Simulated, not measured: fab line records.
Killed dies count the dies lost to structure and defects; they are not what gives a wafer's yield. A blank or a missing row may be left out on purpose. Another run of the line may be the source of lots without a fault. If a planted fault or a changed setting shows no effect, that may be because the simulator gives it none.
fab line records	flow nandHarc
[record] lots = 13	wafers = 39	lastDay = 24
route steps=1159 shown A_CONTACT@871 END@1159
lots untouched by any fault: they come from a run of this same line in which no faults occurred
startH: hours from the record's opening day to when the first of the lot's shown wafers began	waitH: hours since the lot's step before	" as in the row above	L1.1+2: one row covering several wafers at once	- value missing, or start not given	* or withheld: withheld	< > ~ a bound
route shown NAME@n: NAME is a module with steps in the file, n the number in the route of the first one	usual: average and standard deviation across the fault-free wafers	same: alike in all rows	chamber/n: place in a boat	sites: the reading at each site	_std_site: their standard deviation	_edge_site: mean of outer sites minus mean of inner sites	radiusMm: how far each site lies from the wafer's centre	mask NAME#n: copy n	behind: the most recent tool/chamber to have shaped the wafer	hold: reason for holding the lot/hours on hold/outcome of the hold	device: the transistor (n, p or np) that didn't switch	end of line: the tests these same wafers got at the end of their route	a step given without rows: its recipe and nothing more	killed: dies that structure and defects cost at the first sort, which is not the same as the wafer's yield	map: dies across one wafer; x = killed, . = not, _ = none there
set.NAME: the setting that was run; set.NAME@STEP: the one run at that earlier step	model.NAME: the simulator's own value behind a step, which no gauge read
one table for each step of the route and one row for each wafer, over a sample of lots
services: the hour from which a tool's chamber was out of use, counted from the record's first day as startH (under 0 if before that day), plus the number of hours and why
[[steps]]
[step NHARC_A_CONTACT_ETCH_120]
[recipe] sourceW = withheld	pressureMtorr = 20	biasV = 3000	timeS = 94	targetDepthA = 9220	arFlowSccm = withheld	c4f8FlowSccm = withheld	o2FlowSccm = withheld	chemistry = C4F8/O2/Ar
lot.wafer	tool	chamber	startH	waitH	rfHoursCounterH
L861.2	harCapEtch-02	0	371.57	0.1	8
L861.1	"	1	"	"	8
L861.4	"	0	"	"	-
L860.1	harCapEtch-03	0	371.94	0.1	81
L860.5	"	1	"	"	-
L860.6	"	0	"	"	-
L865.1	harCapEtch-02	1	382.48	0.1	11
L865.4	"	1	"	"	-
L865.5	"	1	"	"	-
L862.3	harCapEtch-03	1	382.85	0.1	-
L862.4	"	0	"	"	-
L862.5	"	1	"	"	-
L866.3	harCapEtch-02	1	398.79	0.1	-
L866.5	"	0	"	"	-
L866.6	"	1	"	"	-
L873.2	harCapEtch-03	0	454.40	0.1	94
L873.1	"	1	"	"	94
L873.3	"	0	"	"	-
L874.2	harCapEtch-01	0	463.88	0.1	72
L874.3	"	0	"	"	-
L874.6	"	1	"	"	-
L878.2	harCapEtch-03	0	464.39	0.1	96
L878.4	"	1	"	"	-
L878.5	"	1	"	"	-
L875.2	harCapEtch-02	0	469.33	0.1	26
L875.4	"	0	"	"	-
L875.5	"	1	"	"	-
L880.1	harCapEtch-02	1	501.59	0.1	32
L880.4	"	0	"	"	-
L880.6	"	1	"	"	-
L882.1	harCapEtch-01	1	506.39	0.1	79
L882.4	"	1	"	"	-
L882.6	"	1	"	"	-
L881.1	harCapEtch-03	1	507.61	0.1	104
L881.4	"	1	"	"	-
L881.6	"	1	"	"	-
L883.1	harCapEtch-01	0	512.79	0.1	80
L883.4	"	0	"	"	-
L883.6	"	0	"	"	-
[step NHARC_A_CONTACT_ETCH_121]
[recipe] sourceW = withheld	pressureMtorr = 20	biasV = 3000	timeS = 94	targetDepthA = 9220	arFlowSccm = withheld	c4f8FlowSccm = withheld	o2FlowSccm = withheld	chemistry = C4F8/O2/Ar
lot.wafer	tool	chamber	startH	waitH	rfHoursCounterH
L861.2	harCapEtch-02	0	371.66	0.1	8
L861.1	"	1	"	"	8
L861.4	"	0	"	"	-
L860.1	harCapEtch-03	0	372.03	0.1	81
L860.5	"	1	"	"	-
L860.6	"	0	"	"	-
L865.1	harCapEtch-02	1	382.57	0.1	11
L865.4	"	1	"	"	-
L865.5	"	1	"	"	-
L862.3	harCapEtch-03	1	382.94	0.1	-
L862.4	"	0	"	"	-
L862.5	"	1	"	"	-
L866.3	harCapEtch-02	1	398.88	0.1	-
L866.5	"	0	"	"	-
L866.6	"	1	"	"	-
L873.2	harCapEtch-03	0	454.49	0.1	94
L873.1	"	1	"	"	94
L873.3	"	0	"	"	-
L874.2	harCapEtch-01	0	463.97	0.1	72
L874.3	"	0	"	"	-
L874.6	"	1	"	"	-
L878.2	harCapEtch-03	0	464.52	0.1	96
L878.4	"	1	"	"	-
L878.5	"	1	"	"	-
L875.2	harCapEtch-02	0	469.42	0.1	26
L875.4	"	0	"	"	-
L875.5	"	1	"	"	-
L880.1	harCapEtch-02	1	501.69	0.1	32
L880.4	"	0	"	"	-
L880.6	"	1	"	"	-
L882.1	harCapEtch-01	1	506.48	0.1	79
L882.4	"	1	"	"	-
L882.6	"	1	"	"	-
L881.1	harCapEtch-03	1	507.70	0.1	104
L881.4	"	1	"	"	-
L881.6	"	1	"	"	-
L883.1	harCapEtch-01	0	512.89	0.1	80
L883.4	"	0	"	"	-
L883.6	"	0	"	"	-
[step NHARC_A_CONTACT_STRIP_55]
[recipe] o2FlowSccm = 500	arFlowSccm = 0	biasW = 0	chemistry = O2
[usual] drypumpMotorCurrentA = 5.7/0.5	mfcArSccm = 0.005/0.008	oesProductAu = 1.000/0.012	rfVppV = 57.9/0.88	showerheadPlenumPTorr = 3.55/0.15	throttleValvePct = 17.038/0.0085
[same] biasW = 0
lot.wafer	tool	chamber	startH	waitH	drypumpMotorCurrentA	mfcArSccm	oesProductAu	rfHoursCounterH	rfVppV	showerheadPlenumPTorr	throttleValvePct
L861.1	rieDiel-08	2	-	-	5.6	0	0.996	26	59.3	3.79	17.042
L861.4	"	3	"	"	6.0	0.029	0.998	25	58.6	3.62	17.057
L861.2	"	0	"	"	5.5	0.018	1.001	28	59.0	3.58	17.035
L860.1	rieDiel-07	1	-	-	5.4	0.008	1.000	27	57.2	3.72	17.037
L860.5	"	3	"	"	6.8	0	1.018	-	57.6	3.68	17.035
L860.6	"	0	"	"	5.7	0	1.004	-	56.5	3.34	17.035
L865.4	rieDiel-01	2	-	-	5.6	0.004	0.979	21	57.9	3.47	17.026
L865.1	"	3	"	"	5.1	0.006	0.984	23	58.6	3.59	17.042
L865.5	"	0	"	"	6.1	0	0.981	-	56.7	3.76	17.034
L862.3	rieDiel-01	2	-	-	5.6	0.004	0.980	22	59.4	3.47	17.038
L862.4	"	3	"	"	5.0	0.006	0.993	23	58.3	3.59	17.028
L862.5	"	2	"	"	5.6	0.004	0.972	-	58.3	3.47	17.031
L866.3	rieDiel-07	0	-	-	5.7	0	0.985	32	58.6	3.34	17.047
L866.5	"	1	"	"	5.4	0.008	0.998	-	59.8	3.72	17.043
L866.6	"	2	"	"	5.5	0	1.001	-	57.8	3.41	17.038
L873.2	rieDiel-07	2	-	-	5.5	0	1.005	7	58.2	3.41	17.046
L873.3	"	3	"	"	6.8	0	1.009	8	57.6	3.68	17.039
L873.1	"	0	"	"	5.7	0	1.008	7	56.7	3.33	17.038
L874.2	rieDiel-08	0	-	-	5.6	0.018	1.008	62	57.5	3.56	17.025
L874.3	"	2	"	"	5.6	0	1.000	65	58.6	3.77	17.030
L874.6	"	0	"	"	5.5	0.018	1.012	-	58.0	3.56	17.036
L878.4	rieDiel-08	0	-	-	5.6	0.018	1.011	63	58.4	3.56	17.039
L878.2	"	1	"	"	5.2	0	1.015	66	60.4	3.42	17.016
L878.5	"	0	"	"	5.5	0.018	1.015	-	57.4	3.56	17.041
L875.4	rieDiel-07	2	-	-	5.5	0	1.013	10	56.9	3.40	17.028
L875.2	"	3	"	"	6.8	0	0.998	11	57.8	3.68	17.050
L875.5	"	3	"	"	6.9	0	0.992	-	58.5	3.68	17.040
L880.4	rieDiel-07	2	-	-	5.5	0	1.006	16	58.7	3.40	17.047
L880.1	"	0	"	"	5.7	0	0.994	17	57.6	3.33	17.037
L880.6	"	2	"	"	5.5	0	0.998	-	57.0	3.40	17.041
L882.4	rieDiel-07	2	-	-	5.5	0	1.019	17	58.6	3.40	17.036
L882.1	"	0	"	"	5.7	0	1.031	18	56.9	3.33	17.039
L882.6	"	1	"	"	5.4	0.008	1.002	-	58.5	3.71	17.033
L881.1	rieDiel-07	1	-	-	5.3	0.008	0.979	16	58.6	3.71	17.049
L881.4	"	2	"	"	5.5	0	1.009	17	56.5	3.40	17.036
L881.6	"	2	"	"	5.5	0	1.004	-	57.4	3.40	17.039
L883.1	rieDiel-08	1	-	-	5.2	0	1.005	11	57.0	3.41	17.051
L883.4	"	3	"	"	6.0	0.029	0.999	13	58.6	3.59	17.028
L883.6	"	1	"	"	5.2	0	1.007	-	57.5	3.41	17.028
[step NHARC_A_CONTACT_SOFTBAKE_64]
[recipe] tempC = 105	timeS = 55
[usual] heaterPowerTotalW = 188.43/0.13
lot.wafer	tool	chamber	startH	waitH	heaterPowerTotalW
L861.1	lithoTrack-01	0	375	-	188.62
L861.2	"	0	"	"	188.36
L861.4	"	0	"	"	188.34
L860.1	lithoTrack-04	0	376	-	188.33
L860.5	"	0	"	"	188.35
L860.6	"	0	"	"	188.39
L865.1	lithoTrack-01	0	386	-	188.72
L865.4	"	0	"	"	188.33
L865.5	"	0	"	"	188.40
L862.3	lithoTrack-01	0	388	-	196.38
L862.4	"	0	"	"	196.36
L862.5	"	0	"	"	196.47
L866.3	lithoTrack-01	0	403	-	196.54
L866.5	"	0	"	"	196.37
L866.6	"	0	"	"	196.42
L873.1	lithoTrack-06	0	458	-	188.28
L873.2	"	0	"	"	188.63
L873.3	"	0	"	"	188.34
L874.2	lithoTrack-04	0	470	-	188.40
L874.3	"	0	"	"	188.24
L874.6	"	0	"	"	188.51
L878.2	lithoTrack-04	0	471	-	188.73
L878.4	"	0	"	"	188.72
L878.5	"	0	"	"	188.36
L875.2	lithoTrack-04	0	473	-	188.42
L875.4	"	0	"	"	188.39
L875.5	"	0	"	"	188.49
L880.1	lithoTrack-04	0	506	-	188.36
L880.4	"	0	"	"	188.56
L880.6	"	0	"	"	188.28
L882.1	lithoTrack-01	0	511	-	188.74
L882.4	"	0	"	"	188.41
L882.6	"	0	"	"	188.71
L881.1	lithoTrack-01	0	511	-	188.42
L881.4	"	0	"	"	188.40
L881.6	"	0	"	"	188.29
L883.1	lithoTrack-01	0	517	-	188.47
L883.4	"	0	"	"	188.35
L883.6	"	0	"	"	188.29
[step NHARC_END_SORT_01]
[recipe] tempC = 25
[usual] killedAtArray = 28/11	killedAtOther = 0.6/0.85	killedAtPeriphery = 2.8/2.3	killedDies = 31/11	killedOpen = 3.1/1.6	killedShort = 2.0/1.4
[same] grossDies = 677
lot.wafer	tool	chamber	startH	waitH	killedAtArray	killedAtOther	killedAtPeriphery	killedDies	killedOpen	killedShort
L873.1	prober-02	0	523.32	2.5	31	0	1	32	2	2
L873.2	prober-02	0	524.12	2.8	48	0	1	49	3	4
L873.3	prober-02	0	524.92	3.1	33	0	2	35	2	3
L874.2	prober-01	0	532.58	2.8	23	0	0	23	3	2
L874.3	prober-01	0	533.38	3.1	30	1	1	32	2	0
L874.6	prober-01	0	535.77	4.0	20	1	0	21	0	3
// killed by level:class
L873.1 A_CHANNEL_HOLE_D1:chamberFilmFlake=11 A_SLIT:chamberFilmFlake=9 A_CONTACT:chamberFilmFlake=5 A_STAIRCASE:chamberFilmFlake=2 A_ONON_D1:geometricParticle:short=1 A_CHANNEL_FILL_D1:geometricParticle:short=1 A_CONTACT:geometricParticle:open=1 A_M0:geometricParticle:open=1
L873.2 A_CHANNEL_HOLE_D1:chamberFilmFlake=21 A_SLIT:chamberFilmFlake=16 A_CONTACT:chamberFilmFlake=4 A_CONTACT:geometricParticle:open=2 P_CONTACT:geometricParticle:short=1 A_ONON_D1:geometricParticle:open=1 A_CHANNEL_FILL_D1:geometricParticle:short=1 A_SGD_CUT:geometricParticle:short=1
L873.3 A_CHANNEL_HOLE_D1:chamberFilmFlake=11 A_SLIT:chamberFilmFlake=10 A_CONTACT:chamberFilmFlake=4 A_WL_FILL:geometricParticle:short=3 A_STAIRCASE:chamberFilmFlake=3 P_CONTACT:geometricParticle:open=1 A_SOURCE_PLATE:geometricParticle:open=1 P_M2:chamberFilmFlake=1
L874.2 A_CHANNEL_HOLE_D1:chamberFilmFlake=13 A_STAIRCASE:chamberFilmFlake=4 A_ONON_D1:geometricParticle:open=2 A_M0:geometricParticle:short=2 A_BLC:geometricParticle:open=1 A_CONTACT:chamberFilmFlake=1
L874.3 A_CHANNEL_HOLE_D1:chamberFilmFlake=20 A_STAIRCASE:chamberFilmFlake=6 A_CONTACT:chamberFilmFlake=3 P_M0:geometricParticle:open=1 A_CONTACT:geometricParticle:open=1 THIN_TSV:chamberFilmFlake=1
L874.6 A_CHANNEL_HOLE_D1:chamberFilmFlake=15 A_CHANNEL_FILL_D1:geometricParticle:short=1 A_M0:geometricParticle:short=1 STARTING-WAFER:geometricParticle:short=1 A_ZERO_WELL:chamberFilmFlake=1 A_STAIRCASE:chamberFilmFlake=1 A_CONTACT:chamberFilmFlake=1
[[services]]
tool	chamber	startH	hours	kind
rieDiel-07	-	350.15	0.6	repair
rieDiel-07	0	359.87	-	clean
rieDiel-07	1	359.87	-	clean
rieDiel-07	2	359.87	-	clean
rieDiel-07	3	359.87	-	clean
rieDiel-07	3	381.67	14.3	repair
rieDiel-07	0	384.37	-	clean
rieDiel-07	1	384.37	-	clean
rieDiel-07	2	384.37	-	clean
rieDiel-07	-	405.20	9.0	pm
rieDiel-07	0	405.20	9.0	ventCycle
rieDiel-07	1	405.20	9.0	ventCycle
rieDiel-07	2	405.20	9.0	ventCycle
rieDiel-07	3	405.20	9.0	ventCycle
rieDiel-07	0	414.20	-	clean
rieDiel-07	1	414.20	-	clean
rieDiel-07	2	414.20	-	clean
lithoTrack-01	-	443.00	7.0	pm
lithoTrack-06	-	467.00	7.0	pm
rieDiel-08	-	478.86	9.0	pm
lithoTrack-04	-	491.00	7.0	pm
rieDiel-01	-	492.38	9.0	pm
rieDiel-08	-	507.67	1.1	repair
rieDiel-08	1	509.02	4.3	repair
[[key]]
[firstSign] step = NHARC_A_CONTACT_SOFTBAKE_64	reading = heaterPowerTotalW	direction = up	sigmas = 62	usual = *	struck = *
effect none on later readings
metAt NHARC_A_CONTACT_SOFTBAKE_64
struckLots L862,L866
testerLeftOut L862,L866
notActingAt NHARC_A_CONTACT_ETCH_120,NHARC_A_CONTACT_ETCH_121,NHARC_A_CONTACT_STRIP_55
onsetBetween 386 388
[fault] kind = processParameterDrift	tool = lithoTrack-01	chamber = -	onsetH = 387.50	steps = NHARC_A_CONTACT_SOFTBAKE_64	channel = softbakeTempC	offset = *	shape = step	endH = 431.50	actsIn = *	stated = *
// testerLeftOut: of these lots the tester's yield and bins aren't shown, on N5 and GAA mostly nor the transistor test; their killed dies are dies lost to structure and defects alone, not to doping, threshold or leakage, so they don't give the yield
